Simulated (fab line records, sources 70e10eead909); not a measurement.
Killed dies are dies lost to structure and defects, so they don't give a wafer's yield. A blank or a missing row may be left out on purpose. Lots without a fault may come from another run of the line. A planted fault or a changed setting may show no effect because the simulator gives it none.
A struck lot beside a sound one | flow nand_harc | 14 steps out of a route of 1159
Sound: wafers L537.4, L537.5, L537.6. Struck: wafers L549.4, L549.5, L549.6. The cause comes at the end.
At each step with rows: each side's tool, then ch and its chambers, then its first start. Under that, the readings that differ: sound wafers | struck wafers | difference of the means | sigmas: that difference in standard deviations of wafers without a fault.
alike: readings whose means differ by less than 2 such deviations, and words and numbers that are the same on both sides. not compared: withheld readings, readings that some wafer has no value for, bounds like >300 that may hide the same value, and numbers for which the record gives no deviation and whose values overlap.
The two part at a step that has a row with sigmas, a row that says differs or no value, or rows on one side only. Numbers that don't overlap but have no deviation are shown without sigmas and don't part them. A reading that every wafer of one side lacks parts them only if that side has two wafers or more.

first, 2 steps without rows for these wafers: NHARC_A_SOURCE_PLATE_CVD_03 (deposits poly-Si, target thk 200 nm, time 4000 s); NHARC_A_SOURCE_PLATE_ANNEAL_05 (time 1800 s).
NHARC_A_SOURCE_PLATE_THK_MEAS_06: measures by ellipsometry.
  sound on film_metro-01, day 7 14:19; struck on film_metro-02, day 10 16:59
  reading     | sound             | struck            | difference | sigmas
  thk_nm (nm) | 200.3 199.6 198.6 | 204.8 206.1 204.5 | +5.6       | +2
NHARC_A_SOURCE_PLATE_INSPECT_08:
  sound on defect_inspect-02, day 7 14:23; struck on defect_inspect-01, day 10 17:03
  alike: raw_defect_count
then, 1 step without rows for these wafers: NHARC_A_ONON_D1_DEP_00 (target thk 1000 nm).
NHARC_A_ONON_D1_THK_MEAS_02: measures by ellipsometry.
  sound on film_metro-01, day 7 14:58; struck on film_metro-01, day 10 17:38
  alike: thk_nm
then, 1 step without rows for these wafers: NHARC_A_ONON_D1_DEP_03 (target thk 1000 nm).
NHARC_A_ONON_D1_THK_MEAS_05: measures by ellipsometry.
  sound on film_metro-01, day 7 15:32; struck on film_metro-01, day 10 18:12
  alike: thk_nm
then, 1 step without rows for these wafers: NHARC_A_ONON_D1_DEP_06 (target thk 1000 nm).
NHARC_A_ONON_D1_THK_MEAS_08: measures by ellipsometry.
  sound on film_metro-02, day 7 16:06; struck on film_metro-02, day 10 18:46
  alike: thk_nm
NHARC_A_ONON_D1_DEP_09: target thk 1000 nm.
  sound on pecvd_onon-02 ch 0, day 7 16:20; struck on pecvd_onon-01, day 10 19:01
  no value came back on the struck wafers for n2_flow_sccm (sccm), n2o_flow_sccm (sccm); on the sound wafers n2_flow_sccm (sccm) reads 2743 2734 2745
then, 2 steps without rows for these wafers: NHARC_A_ONON_D1_DEP_12 (target thk 1000 nm); NHARC_A_ONON_D1_ANNEAL_15 (time 3600 s).
-- the record jumps here: 12 days lie between the struck wafers' starts before and after (it left off in module A_ONON_D1 and takes up again in module END, whose first step shown is number 1159 of the route) --
NHARC_END_SORT_01:
  the record has rows for the struck wafers here (prober-02 ch 0, day 22 09:53) and none for the sound ones

WHERE THEY PART
First at NHARC_A_SOURCE_PLATE_THK_MEAS_06; last, within this record, at NHARC_END_SORT_01.

WHY: what the simulator had put in
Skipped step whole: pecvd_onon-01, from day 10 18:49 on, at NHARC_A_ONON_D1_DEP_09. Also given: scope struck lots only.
